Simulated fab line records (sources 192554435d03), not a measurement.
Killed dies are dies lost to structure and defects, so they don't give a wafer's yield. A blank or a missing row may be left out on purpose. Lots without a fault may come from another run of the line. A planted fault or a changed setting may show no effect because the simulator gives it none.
Chamber matching ; flow n5Finfet ; 4 sister chambers for N5_HKMG_FIN_CMP_23 on cmp-02
The step polishes, stops on SiNx, t overpolish 10 s, target thk 46.326 nm. 4 wafers are shown with their chamber, then 9 later ones without.

WAFERS WITH THEIR CHAMBER
wafer;chamber;motorCurrentA (A)
L078.5;0;12.7
L082.2;1;10.9
L085.3;2;12.2
L085.6;3;12.1

WAFERS WHOSE CHAMBER IS MISSING
wafer;motorCurrentA (A)
L089.2;11.6
L089.3;13.0
L089.4;11.9
L091.3;11.7
L091.5;12.0
L091.6;12.7
L094.1;11.4
L094.2;11.1
L094.5;11.5

THE CHAMBER EACH PASSED THROUGH
wafer;from the rows above;in truth
L089.2;can't be placed: 3 or 2 or 1 or 0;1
L089.3;can't be placed: 0 or 2 or 3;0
L089.4;can't be placed: 3 or 2 or 0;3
L091.3;can't be placed: 3 or 2 or 1 or 0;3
L091.5;can't be placed: 3 or 2 or 0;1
L091.6;can't be placed: 0 or 2 or 3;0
L094.1;can't be placed: 1 or 3 or 2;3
L094.2;1;1
L094.5;can't be placed: 1 or 3 or 2 or 0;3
Correct placement for 1 of the 9. Not placeable from these rows: 8 (in 7, the candidates include the true chamber). Placed wrongly: 0.
How it was worked out, from the rows above alone: a wafer's distance from a chamber is the root of the sum, over the readings, of the square of ((its reading less the chamber's mean) divided by the reading's scatter). The wafer belongs to the nearest chamber; if the next one is less than 2 further off, it can't be placed. A chamber's mean is the mean of its shown wafers. The scatter: root of mean squared gap, hidden wafer to nearest shown wafer, with one shown wafer a chamber.
